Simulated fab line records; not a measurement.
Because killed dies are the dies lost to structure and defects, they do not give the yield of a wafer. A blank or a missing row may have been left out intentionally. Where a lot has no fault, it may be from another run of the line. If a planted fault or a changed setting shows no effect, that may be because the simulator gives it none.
Chamber matching -- flow n5 finfet -- N5_BEOL_M14_ETCH_68 on rie diel-03 has 4 sister chambers
The step etches SOC in N2/H2, time 450 s. 4 wafers are shown with their chamber, then 9 later ones without.

WAFERS WITH THEIR CHAMBER
wafer,chamber,throttle valve pct (%)
L089.4,1,17.51
L090.1,3,17.77
L090.2,2,18.17
L090.3,0,18.25

WAFERS MISSING THEIR CHAMBER
wafer,throttle valve pct (%)
L090.4,17.51
L090.5,18.18
L090.6,17.80
L094.1,18.28
L094.2,17.54
L094.3,17.79
L094.4,18.20
L094.5,17.79
L094.6,18.17

EACH ONE'S CHAMBER
wafer,from the rows above,in truth
L090.4,1,1
L090.5,2,2
L090.6,3,3
L094.1,0,0
L094.2,1,1
L094.3,3,3
L094.4,can't be placed: 2 or 0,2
L094.5,3,3
L094.6,2,2
Correctly placed: 8 of 9. Can't be placed from these rows: 1 (the true chamber is among the candidates in 1). Placed wrongly: 0.
How it was worked out, from the rows above alone: a wafer's distance from a chamber is the root of the sum, over the readings, of the square of ((its reading less the chamber's mean) divided by the reading's scatter). If the next closest chamber is less than 2 further off than the closest, the wafer can't be placed; otherwise it belongs to the closest. For every chamber, the mean is computed from those of its wafers that are shown. The scatter: with one shown wafer a chamber, the root of the mean of the squares of how far each hidden wafer lies from its nearest shown one.
